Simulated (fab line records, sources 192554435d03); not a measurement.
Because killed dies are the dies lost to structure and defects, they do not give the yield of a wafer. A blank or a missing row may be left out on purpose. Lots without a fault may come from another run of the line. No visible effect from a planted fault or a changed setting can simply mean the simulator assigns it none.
fab line records	flow n5Finfet
record: lots: 10	wafers: 27	lastDay: 18
route steps=1938 shown BEOL_M11@1552
lots with no fault: from the same line, run without faults
startH: hours from the record's opening day to when the first of the lot's shown wafers began	waitH: hours from the lot's prior step to this one	" same as the row above	L1.1+2: one row covering several wafers at once	- value missing, or start not given	* or withheld: withheld	< > ~ a bound
route shown NAME@n: a module of which the file shows steps, and the number in the route of the first	usual: average and standard deviation across the fault-free wafers	same: alike in all rows	chamber/n: place in a boat	sites: each site's reading	_std_site: the values' standard deviation	_edge_site: the outer-site mean with the inner-site mean subtracted	radiusMm: how far each site lies from the wafer's centre	mask NAME#n: copy n	behind: tool/chamber where the wafer was last shaped	hold: cause of the lot's hold/its duration in hours/its outcome	device: which transistor (n, p or np) failed to switch	end of line: tests of these same wafers at the route's end	step lacking rows: just its recipe	killed: dies that structure and defects cost at the first sort, which is not the same as the wafer's yield	map: the dies of a wafer, with x for killed, . for not killed, _ for no die there
set.NAME: the run value of the setting; set.NAME@STEP: its run value at that earlier step	model.NAME: the simulator's own value behind a step, which no gauge read
the route's steps for a sample of lots (tables are steps, rows are wafers)
services: from which hour (startH, from the record's first day; less than 0 if before it) a tool's chamber was out of use, for how many hours, and why
== steps ==
step: N5_BEOL_M11_DESCUM_16
recipe: chemistry: O2	timeS: 7.9	sourcePowerW: 50	biasPowerW: 20	pressureMtorr: 20	rfFrequencyHz: 2.712e+07	tempC: 40	resist: CAR-ArF	o2FlowSccm: 225
usual: drypumpMotorCurrentA: 5.9/0.57	oesProductAu: 0.77/0.1	rfVppV: 243.2/1.3	showerheadPlenumPTorr: 2.10/0.069	throttleValvePct: 20.27/0.3
lot.wafer	tool	chamber	startH	waitH	drypumpMotorCurrentA	oesProductAu	rfHoursCounterH	rfVppV	showerheadPlenumPTorr	throttleValvePct
L278.2	rieDiel-02	1	229.50	0.4	5.0	0.68	240	244.3	2.14	20.19
L278.3	"	0	"	"	6.4	0.93	23	243.8	2.15	20.10
L278.4	"	2	"	"	6.3	0.73	200	242.0	2.02	20.66
L277.3	rieDiel-02	1	233.80	0.2	5.0	0.68	241	244.2	2.14	20.20
L277.4	"	0	"	"	6.4	0.93	24	243.2	2.15	20.10
L277.5	"	1	"	"	5.1	0.68	-	245.3	2.14	20.18
L276.4	rieDiel-06	2	233.81	0.2	6.2	0.86	47	241.7	2.02	20.31
L276.5	"	1	"	"	5.4	0.82	-	242.8	2.10	19.84
L276.6	"	2	"	"	6.1	0.86	-	242.9	2.02	20.31
L282.1	rieDiel-04	0	256.02	0.1	5.3	0.73	177	244.5	2.15	20.35
L282.2	"	2	"	"	4.8	0.70	225	243.9	2.16	20.43
L282.5	"	1	"	"	6.3	0.69	-	243.7	2.14	19.99
L285.5	rieDiel-02	3	286.38	0.0	6.5	0.69	-	243.9	2.03	20.21
L285.6	"	2	"	"	6.3	0.72	-	240.6	2.02	20.67
L284.1	rieDiel-06	3	286.87	0.0	5.2	0.69	199	241.7	2.00	20.56
L284.4	"	2	"	"	6.2	0.84	61	242.5	2.01	20.34
L284.5	"	3	"	"	5.2	0.70	-	240.3	2.00	20.55
L287.1	rieDiel-02	0	294.70	0.0	6.4	0.89	42	243.8	2.15	20.13
L287.5	"	1	"	"	5.1	0.98	-	245.2	2.14	19.70
L291.3	rieDiel-02	0	341.14	0.0	6.5	0.87	56	242.7	2.14	20.15
L291.5	"	0	"	"	6.4	0.87	-	243.0	2.14	20.18
L291.6	"	1	"	"	5.1	0.92	-	243.6	2.13	19.70
L290.2	rieDiel-04	3	341.80	0.2	5.9	0.93	21	244.9	2.23	20.11
L290.5	"	3	"	"	5.9	0.92	-	244.5	2.23	20.10
L299.3	rieDiel-06	1	379.87	0.0	5.4	0.79	118	242.4	2.08	19.91
L299.4	"	0	"	"	5.9	0.70	246	243.6	2.17	20.87
L299.6	"	2	"	"	6.2	0.81	-	244.0	2.00	20.38
step: N5_BEOL_M11_OVL_MEAS_29
recipe: pointsPerWafer: 44
usual: V10_OVL: -0.1/0.76
lot.wafer	tool	chamber	startH	waitH	V10_OVL[nm]
L278.2	overlay-02	0	232.83	0.0	0.4
L278.3	"	0	"	"	-0.7
L278.4	"	0	"	"	0.2
L277.3	overlay-01	0	234.71	0.0	0.4
L277.4	"	0	"	"	-0.5
L277.5	"	0	"	"	0.6
L276.4	overlay-02	0	237.62	0.0	-0.4
L276.5	"	0	"	"	-0.6
L276.6	"	0	"	"	-0.8
L282.1	overlay-02	0	257.43	0.0	-0.2
L282.2	"	0	"	"	0.5
L282.5	"	0	"	"	0.7
L285.5	overlay-02	0	287.63	0.0	0.8
L285.6	"	0	"	"	0.1
L284.1	overlay-02	0	287.84	0.0	1.2
L284.4	"	0	"	"	0.2
L284.5	"	0	"	"	0.8
L287.1	overlay-01	0	297.22	0.0	-0.5
L287.5	"	0	"	"	-1.0
L291.3	overlay-01	0	342.45	0.0	0.0
L291.5	"	0	"	"	1.1
L291.6	"	0	"	"	-0.4
L290.2	overlay-02	0	342.71	0.0	0.3
L290.5	"	0	"	"	0.4
L299.3	overlay-02	0	380.98	0.0	-0.5
L299.4	"	0	"	"	0.3
L299.6	"	0	"	"	0.2
step: N5_BEOL_M11_ETCH_66
recipe: chemistry: N2/H2	target: SOC	targetDepthA: 1200	overetchA: 240	maskMaterial: SiARC	tempC: 40	timeS: 180	ionEnergyEv: 200	pressureMtorr: 30	sourceW: 840	biasW: 150	n2FlowSccm: 200	h2FlowSccm: 200
usual: drypumpMotorCurrentA: 5.7/0.54	oesProductAu: 0.62/0.064	rfVppV: 524.3/2.5	runLengthS: 203.1/0.46	showerheadPlenumPTorr: 2.56/0.086	throttleValvePct: 17.7/0.31
lot.wafer	tool	chamber	startH	waitH	drypumpMotorCurrentA	oesProductAu	rfHoursCounterH	rfVppV	runLengthS	showerheadPlenumPTorr	throttleValvePct
L278.2	rieDiel-02	1	232.98	0.0	5.0	0.56	241	524.6	202.5	2.61	17.6
L278.3	"	2	"	"	6.3	0.57	201	521.0	203.1	2.43	17.9
L278.4	"	3	"	"	6.4	0.57	205	522.7	203.0	2.54	18.0
L277.3	rieDiel-04	1	234.91	0.0	6.3	0.57	215	525.5	203.2	2.64	17.7
L277.4	"	0	"	"	5.3	0.60	169	525.6	203.3	2.65	17.9
L277.5	"	1	"	"	6.2	0.57	-	525.9	203.3	2.64	17.7
L276.4	rieDiel-04	0	237.93	0.1	5.3	0.60	-	527.6	202.9	2.65	17.9
L276.5	"	2	"	"	4.9	0.59	-	526.6	203.6	2.61	17.7
L276.6	"	1	"	"	6.3	0.57	-	526.3	203.6	2.64	17.7
L282.1	rieDiel-02	0	257.73	0.0	6.4	0.72	31	525.3	202.9	2.58	17.3
L282.2	"	3	"	"	6.5	0.57	213	523.5	202.7	2.53	17.9
L282.5	"	3	"	"	6.5	0.56	-	523.4	202.7	2.53	17.9
L285.5	rieDiel-06	1	287.83	0.1	5.4	0.65	-	524.3	203.0	2.54	17.2
L285.6	"	0	"	"	5.9	0.56	-	525.5	203.4	2.64	18.2
L284.1	rieDiel-02	0	288.28	0.0	6.4	0.71	40	525.4	203.1	2.58	17.3
L284.4	"	2	"	"	6.3	0.57	-	520.4	203.3	2.42	17.9
L284.5	"	3	"	"	6.5	0.56	-	523.6	202.7	2.53	18.0
L287.1	rieDiel-06	3	297.36	0.0	5.2	0.57	201	519.8	203.0	2.43	18.1
L287.5	"	2	"	"	6.2	0.67	-	522.8	203.0	2.46	17.8
L291.3	rieDiel-06	2	342.59	0.0	6.2	0.67	75	521.9	202.3	2.46	17.9
L291.5	"	3	"	"	5.2	0.56	-	520.3	203.8	2.43	18.1
L291.6	"	1	"	"	5.4	0.63	-	524.5	203.1	2.54	17.2
L290.2	rieDiel-06	1	343.16	0.0	5.4	0.69	105	523.3	187.0	2.54	17.2
L290.5	"	1	"	"	5.4	0.63	-	525.0	203.2	2.54	17.2
L299.3	rieDiel-04	2	381.44	0.0	4.9	0.75	4	524.0	203.7	2.60	17.4
L299.4	"	3	"	"	5.9	0.71	-	529.0	202.2	2.69	17.4
L299.6	"	2	"	"	4.9	0.76	-	526.3	203.7	2.60	17.4
step: N5_BEOL_M11_ETCH_41
recipe: chemistry: CH3F/O2	target: SiCN	targetDepthA: 426	taperDeg: 2	timeS: 86	ionEnergyEv: 120	maskMaterial: TiN	pressureMtorr: 30	sourceW: 395	biasW: 75	Ar_flow_sccm: 150	CH3F_flow_sccm: 30	O2_flow_sccm: 20
usual: CH3F_flow_sccm: 30.02/0.095	O2_flow_sccm: 20.00/0.06	drypumpMotorCurrentA: 5.7/0.53	oesProductAu: 0.77/0.087	rfVppV: 297.6/1.7	runLengthS: 109.1/0.46	showerheadPlenumPTorr: 2.01/0.065	throttleValvePct: 16.23/0.25
lot.wafer	tool	chamber	startH	waitH	CH3F_flow_sccm	O2_flow_sccm	drypumpMotorCurrentA	oesProductAu	rfHoursCounterH	rfVppV	runLengthS	showerheadPlenumPTorr	throttleValvePct
L278.2	rieDiel-02	1	-	-	29.94	20.04	5.1	0.70	241	299.0	108.8	2.03	16.05
L278.3	"	2	"	"	30.00	20.03	6.3	0.72	201	294.4	109.2	1.91	16.39
L278.4	"	3	"	"	29.96	20.02	6.5	0.68	205	298.8	109.1	1.99	16.40
L277.3	rieDiel-04	1	-	-	30.08	20.00	6.2	0.70	215	298.2	109.1	2.06	16.11
L277.4	"	0	"	"	30.01	20.04	5.3	0.73	169	299.1	109.2	2.08	16.42
L277.5	"	1	"	"	29.98	20.10	6.3	0.70	-	299.0	109.1	2.06	16.12
L276.4	rieDiel-04	0	-	-	30.08	19.98	5.4	0.72	-	298.9	108.9	2.08	16.41
L276.5	"	2	"	"	30.12	20.08	4.9	0.72	-	299.4	109.9	2.05	16.27
L276.6	"	1	"	"	29.89	20.02	6.2	0.70	-	297.8	109.3	2.06	16.13
L282.1	rieDiel-02	0	-	-	30.17	19.87	6.4	0.93	32	298.2	109.1	2.03	15.86
L282.2	"	3	"	"	30.08	20.00	6.5	0.68	213	298.1	108.8	1.99	16.43
L282.5	"	3	"	"	30.07	19.89	6.4	0.68	-	297.1	108.9	1.99	16.44
L285.5	rieDiel-06	1	-	-	30.07	20.06	5.4	0.79	-	297.7	109.3	2.02	15.96
L285.6	"	0	"	"	30.00	20.00	5.9	0.69	-	297.9	109.3	2.06	16.61
L284.1	rieDiel-02	0	-	-	29.94	20.01	6.4	0.91	40	297.5	108.9	2.02	15.87
L284.4	"	2	"	"	30.02	20.03	6.3	0.72	-	295.5	109.4	1.91	16.43
L284.5	"	3	"	"	30.20	19.92	6.5	0.67	-	296.6	108.6	1.98	16.46
L287.1	rieDiel-06	3	-	-	29.94	20.03	5.2	0.70	201	295.0	109.2	1.88	16.26
L287.5	"	2	"	"	29.93	19.94	6.2	0.83	-	296.4	109.1	1.96	16.49
L291.3	rieDiel-06	2	-	-	30.14	20.00	6.2	0.83	75	296.1	108.5	1.96	16.51
L291.5	"	3	"	"	30.04	20.06	5.2	0.69	-	295.2	109.2	1.88	16.29
L291.6	"	1	"	"	29.90	20.03	5.4	0.78	-	298.6	109.1	2.01	16.00
L290.2	rieDiel-06	1	-	-	30.02	20.07	5.4	0.79	105	299.0	109.9	2.01	15.99
L290.5	"	1	"	"	29.86	20.06	5.4	0.79	-	296.8	109.8	2.01	15.99
L299.3	rieDiel-04	2	-	-	29.88	20.06	4.9	0.93	4	297.8	109.9	2.03	15.92
L299.4	"	3	"	"	30.04	20.03	5.9	0.88	-	299.6	108.9	2.12	16.02
L299.6	"	2	"	"	30.03	20.10	4.9	0.93	-	298.2	109.8	2.03	15.89
== services ==
tool	chamber	startH	hours	kind
rieDiel-02	1	222.31	5.3	repair
rieDiel-04	3	237.79	-	clean
rieDiel-04	3	237.79	-	consumableReplace:focusRing
rieDiel-04	3	237.79	-	consumableReplace:showerhead
rieDiel-04	3	237.79	23.2	scheduledDown
rieDiel-04	3	237.79	23.2	ventCycle
rieDiel-02	1	267.30	-	clean
rieDiel-02	1	267.30	-	consumableReplace:esc
rieDiel-02	1	267.30	-	consumableReplace:focusRing
rieDiel-02	1	267.30	22.7	scheduledDown
rieDiel-02	1	267.30	22.7	ventCycle
rieDiel-04	2	349.02	-	clean
rieDiel-04	2	349.02	-	consumableReplace:esc
rieDiel-04	2	349.02	-	consumableReplace:focusRing
rieDiel-04	2	349.02	25.6	scheduledDown
rieDiel-04	2	349.02	25.6	ventCycle
rieDiel-04	1	374.64	-	clean
rieDiel-04	1	374.64	-	consumableReplace:focusRing
rieDiel-04	1	374.64	23.8	scheduledDown
rieDiel-04	1	374.64	23.8	ventCycle
rieDiel-02	3	379.85	-	clean
rieDiel-02	3	379.85	-	consumableReplace:focusRing
rieDiel-02	3	379.85	18.0	scheduledDown
rieDiel-02	3	379.85	18.0	ventCycle
== key ==
firstSign: step: N5_BEOL_M11_ETCH_66	reading: runLengthS	direction: down	sigmas: 35	usual: *	struck: *
effect none on later readings
metAt N5_BEOL_M11_ETCH_66
struckLots L290
struckWafers L290.2
notActingAt N5_BEOL_M11_DESCUM_16,N5_BEOL_M11_OVL_MEAS_29,N5_BEOL_M11_ETCH_41
onsetBetween 342.59 343.16
fault: kind: processParameterDrift	tool: rieDiel-06	chamber: -	onsetH: 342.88	steps: N5_BEOL_M11_ETCH_66	channel: timeS	offset: *	shape: step	endH: 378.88	scope: struckWafersOnly	actsIn: *	stated: *
